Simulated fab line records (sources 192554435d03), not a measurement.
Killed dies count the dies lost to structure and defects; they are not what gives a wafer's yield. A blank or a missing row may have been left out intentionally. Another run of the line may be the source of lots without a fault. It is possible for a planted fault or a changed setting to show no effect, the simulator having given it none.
Chamber matching + flow n5 finfet + rie diel-06 running N5_HKMG_FIN_DESCUM_17: 4 sister chambers
The step chemistry O2, time 7.9 s. 14 wafers are shown with their chamber, then 7 later ones without.

WAFERS WITH THEIR CHAMBER
| wafer  | chamber | showerhead plenum p Torr (Torr) | throttle valve pct (%) | drypump motor current A (A) |
|--------|---------|---------------------------------|------------------------|-----------------------------|
| L074.1 | 3       | 2.06                            | 20.3                   | 5.8                         |
| L074.3 | 0       | 2.08                            | 19.9                   | 5.7                         |
| L074.5 | 1       | 2.09                            | 20.4                   | 6.1                         |
| L075.2 | 2       | 2.18                            | 19.9                   | 6.0                         |
| L075.4 | 2       | 2.18                            | 19.9                   | 6.1                         |
| L075.6 | 2       | 2.18                            | 19.9                   | 6.1                         |
| L081.1 | 2       | 2.18                            | 19.9                   | 6.1                         |
| L081.5 | 0       | 2.07                            | 19.9                   | 5.7                         |
| L081.6 | 3       | 2.05                            | 20.4                   | 5.8                         |
| L082.1 | 0       | 2.07                            | 19.9                   | 5.7                         |
| L082.3 | 3       | 2.05                            | 20.4                   | 5.8                         |
| L082.5 | 0       | 2.07                            | 19.9                   | 5.7                         |
| L085.1 | 0       | 2.07                            | 19.9                   | 5.7                         |
| L085.2 | 3       | 2.05                            | 20.4                   | 5.8                         |

SIGNATURES, as means of the wafers listed above
| reading                  | chamber 0 | chamber 1 | chamber 2 | chamber 3 | scatter within a chamber |
|--------------------------|-----------|-----------|-----------|-----------|--------------------------|
| showerhead plenum p Torr | 2.0720    | 2.0900    | 2.1800    | 2.0525    | 0.00394                  |
| throttle valve pct       | 19.900    | 20.400    | 19.900    | 20.375    | 0.0274                   |
| drypump motor current A  | 5.700     | 6.100     | 6.075     | 5.800     | 0.0274                   |
Rule: a wafer lies at a distance from a chamber equal to the root of the sum of squares, over the readings, of (its reading less the chamber's mean, divided by the reading's scatter). If the next closest chamber is less than 2 further off than the closest, the wafer can't be placed; otherwise it belongs to the closest. The scatter: the root of (the sum of the squares of (reading less its chamber's mean) over the shown wafers, divided by (wafers less chambers)).

WAFERS MISSING THEIR CHAMBER
| wafer  | showerhead plenum p Torr (Torr) | throttle valve pct (%) | drypump motor current A (A) |
|--------|---------------------------------|------------------------|-----------------------------|
| L085.6 | 2.05                            | 20.3                   | 5.8                         |
| L088.3 | 2.17                            | 19.9                   | 6.1                         |
| L088.5 | 2.07                            | 20.0                   | 5.7                         |
| L088.6 | 2.05                            | 20.4                   | 5.8                         |
| L092.1 | 2.17                            | 19.9                   | 6.1                         |
| L092.2 | 2.08                            | 20.5                   | 6.1                         |
| L092.3 | 2.04                            | 20.4                   | 5.8                         |

CHAMBER TAKEN BY EACH
| wafer  | from the rows above | in truth |
|--------|---------------------|----------|
| L085.6 | 3                   | 3        |
| L088.3 | 2                   | 2        |
| L088.5 | 0                   | 0        |
| L088.6 | 3                   | 3        |
| L092.1 | 2                   | 2        |
| L092.2 | 1                   | 1        |
| L092.3 | 3                   | 3        |
7 of 7 placed correctly. From these rows, 0 cannot be placed. Wrongly placed: 0.
